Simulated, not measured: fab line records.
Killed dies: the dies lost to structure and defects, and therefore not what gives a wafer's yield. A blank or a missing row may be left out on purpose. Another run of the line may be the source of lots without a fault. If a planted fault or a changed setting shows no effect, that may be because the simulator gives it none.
fab line records + flow nandHarc + part 2 of 2: steps 25 to 32 of 32
[record]
- lots = 5
- wafers = 15
- lastDay = 33
route steps=1302 shown A_STAIRCASE@781
lots that met no fault: taken from a fault-free run of the same line
startH: the number of hours between the record's first day and the start of the first shown wafer of the lot + waitH: how many hours have passed since the lot's step before this one + " as in the row above + L1.1+2: a single row standing in for several wafers + - no value present, or no start provided + * or withheld: withheld + < > ~ a bound
route shown NAME@n: names a module that has steps shown in the file, with the first one's number in the route + usual: the fault-free wafers' mean and standard deviation + same: alike in all rows + chamber/n: place in a boat + sites: the reading at each site + _std_site: standard deviation across them + _edge_site: outer sites' mean less inner sites' + radiusMm: how far each site lies from the wafer's centre + mask NAME#n: copy n + behind: the last tool/chamber to shape the wafer + hold: the reason the lot was held/the length of the hold in hours/how it ended + device: the transistor (n, p or np) that didn't switch + end of line: tests run on the same wafers once the route is complete + a step with no rows: only its recipe + killed: at the first sort, the dies lost to defects and structure; wafer yield is something else + map: a wafer's dies, marking killed ones x, the rest . and places with no die _
set.NAME: the setting as run; set.NAME@STEP: as run at that earlier step + model.NAME: the simulator's own value behind a step, which no gauge read
lots at selected steps of the route; one table per step, one row per wafer
services: from which hour (startH, from the record's first day; less than 0 if before it) a tool's chamber was out of use, for how many hours, and why
[[steps]]
[step NHARC_A_STAIRCASE_ETCH_292]
[recipe]
- cf4FlowSccm = 100
- chf3FlowSccm = 30
- arFlowSccm = 0
- rfW = 500
- biasW = 200
- chemistry = CF4/CHF3
[usual]
- drypumpMotorCurrentA = 5.6/0.62
- oesProductAu = 0.937/0.021
- rfVppV = 370.4/1.8
- showerheadPlenumPTorr = 1.56/0.045
- throttleValvePct = 16.804/0.0097
| lot.wafer | tool       | chamber | startH | waitH | drypumpMotorCurrentA | oesProductAu | rfHoursCounterH | rfVppV | showerheadPlenumPTorr | throttleValvePct |
|-----------|------------|---------|--------|-------|----------------------|--------------|-----------------|--------|-----------------------|------------------|
| L078.4    | rieDiel-13 | 1       | 427.55 | 0.1   | 5.0                  | 0.909        | 26              | 371.8  | 1.59                  | 16.782           |
| L078.2    | "          | 2       | "      | "     | 6.3                  | 0.934        | 25              | 369.8  | 1.59                  | 16.819           |
| L078.5    | "          | 2       | "      | "     | 6.3                  | 0.928        | -               | 371.5  | 1.59                  | 16.822           |
| L081.2    | rieDiel-09 | 1       | 457.59 | 0.1   | 6.4                  | 0.934        | 44              | 373.0  | 1.66                  | 16.812           |
| L081.6    | "          | 3       | "      | "     | 5.0                  | 0.930        | -               | 369.3  | 1.52                  | 16.795           |
| L081.5    | "          | 0       | "      | "     | 5.1                  | 0.938        | -               | 370.0  | 1.54                  | 16.805           |
| L088.1    | rieDiel-13 | 2       | 514.24 | 0.1   | 6.3                  | 0.966        | 49              | 372.5  | 1.59                  | 16.799           |
| L088.2    | "          | 3       | "      | "     | 5.3                  | 0.972        | 50              | 370.8  | 1.62                  | 16.813           |
| L088.4    | "          | 0       | "      | "     | 5.6                  | 0.969        | 51              | 370.5  | 1.56                  | 16.802           |
| L089.4    | rieDiel-09 | 0       | 515.78 | 0.1   | 5.2                  | 0.973        | 4               | 369.4  | 1.54                  | 16.799           |
| L089.1    | "          | 1       | "      | "     | 6.5                  | 0.965        | 3               | 373.6  | 1.66                  | 16.800           |
| L089.2    | "          | 2       | "      | "     | 6.5                  | 0.957        | 3               | 369.8  | 1.52                  | 16.808           |
| L097.1    | rieDiel-09 | 2       | 593.59 | 0.1   | 6.5                  | 0.932        | 31              | 368.6  | 1.51                  | 16.774           |
| L097.6    | "          | 1       | "      | "     | 6.4                  | 0.930        | -               | 373.2  | 1.65                  | 16.811           |
| L097.5    | "          | 2       | "      | "     | 6.5                  | 0.930        | -               | 368.9  | 1.51                  | 16.816           |
[step NHARC_A_STAIRCASE_HM_OPEN_460]
[recipe]
- o2FlowSccm = 400
- cosFlowSccm = 20
- arFlowSccm = 0
- rfW = 500
- biasW = 300
- chemistry = O2/COS
[usual]
- drypumpMotorCurrentA = 5.6/0.61
- oesProductAu = 1.000/0.012
- rfVppV = 466.9/2.1
- showerheadPlenumPTorr = 3.11/0.094
- throttleValvePct = 28.332/0.0093
| lot.wafer | tool       | chamber | startH | waitH | drypumpMotorCurrentA | oesProductAu | rfHoursCounterH | rfVppV | showerheadPlenumPTorr | throttleValvePct |
|-----------|------------|---------|--------|-------|----------------------|--------------|-----------------|--------|-----------------------|------------------|
| L078.2    | rieDiel-13 | 2       | -      | -     | 6.3                  | 1.010        | 25              | 468.0  | 3.16                  | 28.328           |
| L078.4    | "          | 3       | "      | "     | 5.3                  | 1.013        | 23              | 468.7  | 3.22                  | 28.326           |
| L078.5    | "          | 1       | "      | "     | 5.0                  | 0.992        | -               | 468.7  | 3.16                  | 28.346           |
| L081.2    | rieDiel-09 | 3       | -      | -     | 5.0                  | 1.009        | 41              | 463.5  | 3.01                  | 28.319           |
| L081.6    | "          | 1       | "      | "     | 6.5                  | 1.008        | -               | 471.0  | 3.29                  | 28.332           |
| L081.5    | "          | 2       | "      | "     | 6.5                  | 1.002        | -               | 465.3  | 3.02                  | 28.348           |
| L088.4    | rieDiel-13 | 3       | -      | -     | 5.3                  | 1.015        | 50              | 469.2  | 3.21                  | 28.335           |
| L088.1    | "          | 1       | "      | "     | 5.0                  | 0.995        | 51              | 468.2  | 3.15                  | 28.339           |
| L088.2    | "          | 2       | "      | "     | 6.4                  | 0.991        | 49              | 467.8  | 3.15                  | 28.339           |
| L089.1    | rieDiel-09 | 0       | -      | -     | 5.2                  | 1.008        | 4               | 465.6  | 3.05                  | 28.335           |
| L089.4    | "          | 2       | "      | "     | 6.5                  | 1.006        | 3               | 465.7  | 3.01                  | 28.325           |
| L089.2    | "          | 3       | "      | "     | 5.0                  | 1.001        | 4               | 464.5  | 3.01                  | 28.326           |
| L097.1    | rieDiel-09 | 2       | -      | -     | 6.5                  | 1.010        | 31              | 463.4  | 3.00                  | 28.327           |
| L097.6    | "          | 0       | "      | "     | 5.2                  | 1.014        | -               | 466.4  | 3.03                  | 28.324           |
| L097.5    | "          | 1       | "      | "     | 6.5                  | 1.022        | -               | 470.0  | 3.27                  | 28.326           |
[step NHARC_A_STAIRCASE_STRIP_461]
[recipe]
- o2FlowSccm = 400
- cosFlowSccm = 20
- arFlowSccm = 0
- biasW = 0
- chemistry = O2/COS
| lot.wafer  | tool       | chamber | startH | waitH |
|------------|------------|---------|--------|-------|
| L078.4+2+5 | rieDiel-13 | 3,2,3   | -      | -     |
| L081.2+6+5 | rieDiel-09 | 3,1,2   | -      | -     |
| L088.1+4+2 | rieDiel-13 | 3,0,1   | -      | -     |
| L089.4+2+1 | rieDiel-09 | 0,1,2   | -      | -     |
| L097.1+6+5 | rieDiel-09 | 0,2,3   | -      | -     |
[step NHARC_A_STAIRCASE_ETCH_452]
[recipe]
- targetDepthA = 300
- overetchA = 30
- timeS = 16.5
- ionEnergyEv = 100
- cf4FlowSccm = 80
- o2FlowSccm = 20
- arFlowSccm = 0
- rfW = 300
- biasW = 100
- chemistry = CF4/O2
[usual]
- drypumpMotorCurrentA = 5.6/0.62
- oesProductAu = 1.000/0.012
- rfVppV = 197.7/1.2
- showerheadPlenumPTorr = 1.33/0.039
- throttleValvePct = 13.397/0.0092
| lot.wafer | tool       | chamber | startH | waitH | drypumpMotorCurrentA | oesProductAu | rfHoursCounterH | rfVppV | showerheadPlenumPTorr | throttleValvePct |
|-----------|------------|---------|--------|-------|----------------------|--------------|-----------------|--------|-----------------------|------------------|
| L078.2    | rieDiel-13 | 1       | -      | -     | 5.0                  | 0.995        | 26              | 199.0  | 1.35                  | 13.393           |
| L078.4    | "          | 3       | "      | "     | 5.4                  | 1.008        | 23              | 198.0  | 1.38                  | 13.407           |
| L078.5    | "          | 0       | "      | "     | 5.6                  | 1.000        | -               | 196.3  | 1.32                  | 13.382           |
| L081.2    | rieDiel-09 | 3       | -      | -     | 5.0                  | 1.005        | 41              | 197.2  | 1.29                  | 13.411           |
| L081.5    | "          | 1       | "      | "     | 6.5                  | 1.004        | -               | 198.8  | 1.41                  | 13.401           |
| L081.6    | "          | 2       | "      | "     | 6.5                  | 0.993        | -               | 196.6  | 1.29                  | 13.393           |
| L088.1    | rieDiel-13 | 2       | -      | -     | 6.3                  | 1.003        | 49              | 198.6  | 1.35                  | 13.407           |
| L088.4    | "          | 3       | "      | "     | 5.3                  | 1.004        | 50              | 198.3  | 1.37                  | 13.396           |
| L088.2    | "          | 0       | "      | "     | 5.6                  | 0.982        | 52              | 197.3  | 1.32                  | 13.400           |
| L089.4    | rieDiel-09 | 0       | -      | -     | 5.2                  | 1.015        | 4               | 197.0  | 1.30                  | 13.404           |
| L089.2    | "          | 1       | "      | "     | 6.5                  | 1.014        | 3               | 199.1  | 1.41                  | 13.383           |
| L089.1    | "          | 3       | "      | "     | 5.0                  | 1.012        | 4               | 196.8  | 1.28                  | 13.405           |
| L097.1    | rieDiel-09 | 1       | -      | -     | 6.5                  | 1.020        | 35              | 200.5  | 1.40                  | 13.390           |
| L097.6    | "          | 1       | "      | "     | 6.5                  | 1.024        | -               | 200.8  | 1.40                  | 13.384           |
| L097.5    | "          | 2       | "      | "     | 6.5                  | 1.013        | -               | 195.6  | 1.28                  | 13.396           |
[step NHARC_A_STAIRCASE_ETCH_294]
[recipe]
- targetDepthA = 49890
- timeS = 1211.6
- ionEnergyEv = 800
- c4f8FlowSccm = 80
- o2FlowSccm = 60
- arFlowSccm = withheld
- rfW = 600
- biasW = 3000
- chemistry = C4F8/O2/Ar
[usual]
- oesProductAu = 0.933/0.012
- rfVppV = 1825/7.2
| lot.wafer | tool       | chamber | startH | waitH | oesProductAu | rfHoursCounterH | rfVppV |
|-----------|------------|---------|--------|-------|--------------|-----------------|--------|
| L078.4    | rieDiel-13 | 0       | -      | -     | 0.921        | 24              | 1826   |
| L078.2    | "          | 3       | "      | "     | 0.938        | 23              | 1836   |
| L078.5    | "          | 1       | "      | "     | 0.924        | -               | 1829   |
| L081.2    | rieDiel-09 | 3       | -      | -     | 0.937        | 41              | 1817   |
| L081.6    | "          | 2       | "      | "     | 0.921        | -               | 1817   |
| L081.5    | "          | 3       | "      | "     | 0.941        | -               | 1817   |
| L088.2    | rieDiel-13 | 1       | -      | -     | 0.932        | 51              | 1829   |
| L088.1    | "          | 2       | "      | "     | 0.938        | 49              | 1830   |
| L088.4    | "          | 3       | "      | "     | 0.938        | 50              | 1834   |
| L089.2    | rieDiel-09 | 3       | -      | -     | 0.949        | 4               | 1818   |
| L089.4    | "          | 1       | "      | "     | 0.951        | 3               | 1839   |
| L089.1    | "          | 2       | "      | "     | 0.964        | 4               | 1818   |
| L097.1    | rieDiel-09 | 1       | -      | -     | 0.950        | 35              | 1839   |
| L097.6    | "          | 1       | "      | "     | 0.942        | -               | 1840   |
| L097.5    | "          | 2       | "      | "     | 0.941        | -               | 1815   |
[step NHARC_A_STAIRCASE_STRIP_295]
[recipe]
- o2FlowSccm = 500
- arFlowSccm = 0
- biasW = 0
- chemistry = O2
[usual]
- drypumpMotorCurrentA = 5.7/0.6
- oesProductAu = 1.001/0.013
- rfVppV = 57.7/0.92
- showerheadPlenumPTorr = 3.51/0.097
- throttleValvePct = 17.038/0.0092
| lot.wafer | tool       | chamber | startH | waitH | drypumpMotorCurrentA | oesProductAu | rfHoursCounterH | rfVppV | showerheadPlenumPTorr | throttleValvePct |
|-----------|------------|---------|--------|-------|----------------------|--------------|-----------------|--------|-----------------------|------------------|
| L078.2    | rieDiel-13 | 0       | -      | -     | 5.6                  | 1.007        | 25              | 56.3   | 3.50                  | 17.038           |
| L078.4    | "          | 3       | "      | "     | 5.3                  | 1.014        | 23              | 58.1   | 3.64                  | 17.034           |
| L078.5    | "          | 0       | "      | "     | 5.6                  | 1.005        | -               | 56.5   | 3.50                  | 17.027           |
| L081.2    | rieDiel-09 | 2       | -      | -     | 6.5                  | 0.983        | 37              | 56.6   | 3.42                  | 17.044           |
| L081.6    | "          | 3       | "      | "     | 5.0                  | 1.003        | -               | 57.1   | 3.41                  | 17.041           |
| L081.5    | "          | 0       | "      | "     | 5.2                  | 0.999        | -               | 58.0   | 3.45                  | 17.044           |
| L088.4    | rieDiel-13 | 2       | -      | -     | 6.3                  | 0.996        | 49              | 57.8   | 3.56                  | 17.025           |
| L088.2    | "          | 3       | "      | "     | 5.3                  | 1.013        | 50              | 57.5   | 3.62                  | 17.037           |
| L088.1    | "          | 1       | "      | "     | 5.0                  | 0.987        | 52              | 59.2   | 3.55                  | 17.035           |
| L089.4    | rieDiel-09 | 1       | -      | -     | 6.5                  | 1.017        | 4               | 59.2   | 3.71                  | 17.043           |
| L089.2    | "          | 2       | "      | "     | 6.5                  | 1.017        | 4               | 55.7   | 3.41                  | 17.036           |
| L089.1    | "          | 3       | "      | "     | 5.0                  | 1.006        | 5               | 56.3   | 3.40                  | 17.032           |
| L097.1    | rieDiel-09 | 0       | -      | -     | 5.1                  | 1.016        | 35              | 56.2   | 3.43                  | 17.051           |
| L097.6    | "          | 0       | "      | "     | 5.2                  | 1.017        | -               | 56.2   | 3.43                  | 17.046           |
| L097.5    | "          | 1       | "      | "     | 6.5                  | 1.027        | -               | 58.4   | 3.69                  | 17.045           |
[step NHARC_A_STAIRCASE_STRIP_296]
[recipe]
- timeS = 900
- tempC = 130
- chemistry = SPM
[usual]
- tempC = 129.99/0.14
| lot.wafer | tool        | chamber | startH | waitH | tempC  |
|-----------|-------------|---------|--------|-------|--------|
| L078.5    | wetBench-04 | 0       | 429.19 | -     | 130.10 |
| L078.4    | "           | 2       | "      | "     | 130.21 |
| L078.2    | "           | 5       | "      | "     | 129.85 |
| L081.6    | wetBench-05 | 5       | 459.20 | -     | 130.11 |
| L081.2    | "           | 6       | "      | "     | 130.26 |
| L081.5    | "           | 2       | "      | "     | 130.14 |
| L088.2    | wetBench-05 | 7       | 515.93 | -     | 129.94 |
| L088.4    | "           | 1       | "      | "     | 130.19 |
| L088.1    | "           | 2       | "      | "     | 129.95 |
| L089.2    | wetBench-02 | 2       | 517.49 | -     | 129.98 |
| L089.4    | "           | 3       | "      | "     | 129.96 |
| L089.1    | "           | 5       | "      | "     | 130.06 |
| L097.5    | wetBench-04 | 7       | 595.23 | -     | 130.08 |
| L097.6    | "           | 0       | "      | "     | 129.91 |
| L097.1    | "           | 3       | "      | "     | 129.90 |
[step NHARC_A_STAIRCASE_PRECLEAN_297]
[recipe]
- timeS = *
- tempC = 50
- bathAgeMin = 0
- chemistry = SC1
[usual]
- diwFlowMLMin = 1415/4.3
- tempC = 49.99/0.13
| lot.wafer | tool        | chamber | startH | waitH | diwFlowMLMin | tempC |
|-----------|-------------|---------|--------|-------|--------------|-------|
| L078.5    | wetBench-04 | 0       | -      | -     | 1419         | 50.09 |
| L078.4    | "           | 2       | "      | "     | 1418         | 50.03 |
| L078.2    | "           | 5       | "      | "     | 1419         | 50.17 |
| L081.6    | wetBench-05 | 5       | -      | -     | 1416         | 50.28 |
| L081.2    | "           | 6       | "      | "     | 1412         | 49.77 |
| L081.5    | "           | 2       | "      | "     | 1419         | 49.95 |
| L088.2    | wetBench-05 | 7       | -      | -     | 1422         | 49.93 |
| L088.4    | "           | 1       | "      | "     | 1412         | 49.90 |
| L088.1    | "           | 2       | "      | "     | 1408         | 50.32 |
| L089.2    | wetBench-02 | 2       | -      | -     | 1413         | 49.95 |
| L089.4    | "           | 3       | "      | "     | 1412         | 49.89 |
| L089.1    | "           | 5       | "      | "     | 1410         | 49.89 |
| L097.5    | wetBench-04 | 7       | -      | -     | 1411         | 49.85 |
| L097.6    | "           | 0       | "      | "     | 1415         | 49.80 |
| L097.1    | "           | 3       | "      | "     | 1413         | 50.00 |
[[services]]
| tool          | chamber | startH | hours | kind   |
|---------------|---------|--------|-------|--------|
| krfScanner-03 | -       | 400.07 | 4.0   | pm     |
| wetBench-04   | -       | 403.20 | 8.0   | pm     |
| krfScanner-01 | -       | 408.30 | 0.7   | repair |
| krfScanner-01 | -       | 410.96 | 2.1   | repair |
| wetBench-02   | -       | 420.00 | 8.0   | pm     |
| lithoTrack-07 | -       | 426.00 | 7.0   | pm     |
| rieDiel-11    | -       | 433.52 | 9.0   | pm     |
| lithoTrack-03 | -       | 450.00 | 7.0   | pm     |
| rieDiel-13    | 2       | 458.66 | 13.8  | repair |
| lithoTrack-05 | -       | 474.00 | 7.0   | pm     |
| wetBench-02   | -       | 479.47 | 1.9   | repair |
| aclDep-03     | -       | 480.63 | 13.0  | pm     |
| wetBench-02   | -       | 482.54 | 1.2   | repair |
| krfScanner-01 | -       | 484.00 | 4.0   | pm     |
| rieDiel-09    | 3       | 489.26 | 9.1   | repair |
| krfScanner-03 | -       | 496.95 | 5.9   | repair |
| rieDiel-09    | -       | 497.16 | 9.0   | pm     |
| rieDiel-11    | 1       | 505.11 | 6.3   | repair |
| rieDiel-11    | 3       | 508.59 | 2.6   | repair |
| rieDiel-13    | -       | 520.04 | 9.0   | pm     |
| pecvd-03      | -       | 547.25 | 13.0  | pm     |
| aclDep-01     | -       | 556.44 | 13.0  | pm     |
| rieDiel-09    | 2       | 577.28 | 8.8   | repair |
| wetBench-04   | -       | 579.20 | 8.0   | pm     |
